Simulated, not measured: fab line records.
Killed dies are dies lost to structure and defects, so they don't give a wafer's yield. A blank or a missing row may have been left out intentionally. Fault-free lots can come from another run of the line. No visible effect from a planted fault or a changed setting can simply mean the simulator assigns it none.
Split-lot experiment    flow n5Finfet    39 wafers read from 7 lots, route of 1938 steps

== ON THE SPLIT ==
At N5_BEOL_M7_VIA_ETCH_34 (etches SiCOH lowk in C4F6/O2, target depth 125.5 nm, time 50.5 s), the setting timeS was moved away from the recipe's 50.5 s on 15 of the 39 wafers read, by -50.4% to +28.5%. For the rest of the wafers, this setting stayed at what the recipe calls for.

Reading taken at the split's own step.

== THE READING ==
SOC_of_BEOL_M7_COAT_63.thkNm (the simulator's own value, which no gauge read), in nm, at N5_BEOL_M7_VIA_ETCH_34 (etches SiCOH lowk in C4F6/O2, target depth 125.5 nm, time 50.5 s). The file does not state a usual value for it. Average 54.0 nm, standard deviation 0.22 nm, over the 24 wafers here run with the recipe.

wafer   tool, chamber at the split  timeS as run, s  against the recipe  SOC_of_BEOL_M7_COAT_63.thkNm, nm  against lot-mates on the recipe
L075.1  rieDiel-05, 0               50.5             recipe              53.6                              -
L075.2  rieDiel-05, 3               50.5             recipe              54                                -
L075.3  rieDiel-05, 1               42.71            -15.4%              54.4                              +0.7
L075.4  rieDiel-05, 2               42.71            -15.4%              54.6                              +0.9
L075.5  rieDiel-05, 0               42.71            -15.4%              54.6                              +0.9
L075.6  rieDiel-05, 1               50.5             recipe              53.6                              -
L080.1  rieDiel-06, 1               50.5             recipe              54.4                              -
L080.2  rieDiel-06, 0               50.5             recipe              54                                -
L080.3  rieDiel-06, 2               50.5             recipe              54.2                              -
L080.4  rieDiel-06, 3               50.5             recipe              54                                -
L080.5  rieDiel-06, 0               50.5             recipe              54                                -
L080.6  rieDiel-06, 3               50.5             recipe              54                                -
L081.1  rieDiel-05, 1               50.5             recipe              53.8                              -
L081.2  rieDiel-05, 2               34.68            -31.3%              55.8                              +1.9
L081.3  rieDiel-05, 3               34.68            -31.3%              55.8                              +1.9
L081.4  rieDiel-05, 0               50.5             recipe              54                                -
L081.5  rieDiel-05, 1               34.68            -31.3%              55.8                              +1.9
L081.6  rieDiel-05, 2               50.5             recipe              53.8                              -
L086.1  rieDiel-05, 0               50.5             recipe              53.8                              -
L086.2  rieDiel-05, 1               25.03            -50.4%              56.8                              +2.9
L086.3  rieDiel-05, 3               25.03            -50.4%              57                                +3.1
L086.4  rieDiel-05, 2               50.5             recipe              53.8                              -
L086.5  rieDiel-05, 0               25.03            -50.4%              57                                +3.1
L086.6  rieDiel-05, 3               50.5             recipe              54                                -
L085.1  rieDiel-02, 0               50.5             recipe              54                                -
L085.2  rieDiel-02, 1               50.5             recipe              54.2                              -
L085.3  rieDiel-02, 3               50.5             recipe              53.8                              -
L096.1  rieDiel-06, 3               50.5             recipe              54.2                              -
L096.2  rieDiel-06, 1               64.87            +28.5%              52.2                              -2.1
L096.3  rieDiel-06, 0               64.87            +28.5%              52.6                              -1.7
L096.4  rieDiel-06, 2               64.87            +28.5%              52.6                              -1.7
L096.5  rieDiel-06, 3               50.5             recipe              54.2                              -
L096.6  rieDiel-06, 0               50.5             recipe              54.4                              -
L097.1  rieDiel-02, 1               50.5             recipe              53.8                              -
L097.2  rieDiel-02, 3               36.43            -27.9%              55.4                              +1.7
L097.3  rieDiel-02, 0               36.43            -27.9%              55.6                              +1.9
L097.4  rieDiel-02, 2               50.5             recipe              53.6                              -
L097.5  rieDiel-02, 0               36.43            -27.9%              55.6                              +1.9
L097.6  rieDiel-02, 1               50.5             recipe              53.8                              -

THE FIT
A straight line over all 39 wafers: SOC_of_BEOL_M7_COAT_63.thkNm changes by -0.0566 nm for each +1% of timeS; r = -0.98; the points scatter about the line by 0.22 nm.
The same after taking each lot's own level away (the mean of its wafers on the recipe; 39 wafers): -0.0617 nm for each +1%; r = -0.99; scatter 0.14 nm.
That fit puts the effect of the largest move of timeS on the reading at 3.1 nm.
Measured against the standard deviation above, the lots' own levels, which go from 53.73 to 54.27 nm, span 2.4 times it.
The two slopes agree, so the slope changes little with the lot-to-lot level.
Check: for one of the wafers moved furthest among these (-50.4%), held out of the fit, the line's prediction against its lot-mates is +3.13 nm. Against them it came out at +2.93 nm.

== THE OTHER SPLITS THESE WAFERS WENT THROUGH ==
Before the reading, these wafers also passed through other splits. Each is held against what the fit with the lots' levels taken away leaves over:
other split on the same wafers   wafers away from the commonest value  r with SOC_of_BEOL_M7_COAT_63.thkNm (lot level and that fit taken away)
N5_BEOL_M5_TRENCH_ETCH_37 timeS  18                                    -0.11

== THE WHOLE CHAIN: every reading that the file lists as answering this split, in the file's order ==
step                    what it does                                                      reading                                                                        change (the file's fit)                 r (the file's)
N5_BEOL_M7_VIA_ETCH_34  etches SiCOH lowk in C4F6/O2, target depth 125.5 nm, time 50.5 s  etch.depthNm (the simulator's own value, which no gauge read)                  +1.28 nm for each +1% of the setting    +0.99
N5_BEOL_M7_VIA_ETCH_34  etches SiCOH lowk in C4F6/O2, target depth 125.5 nm, time 50.5 s  SOC_of_BEOL_M7_COAT_63.thkNm (the simulator's own value, which no gauge read)  -0.0615 nm for each +1% of the setting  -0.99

== FILE'S OWN FIT ==
SOC_of_BEOL_M7_COAT_63.thkNm changes by -0.0615 nm for each +1% of timeS, r = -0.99.
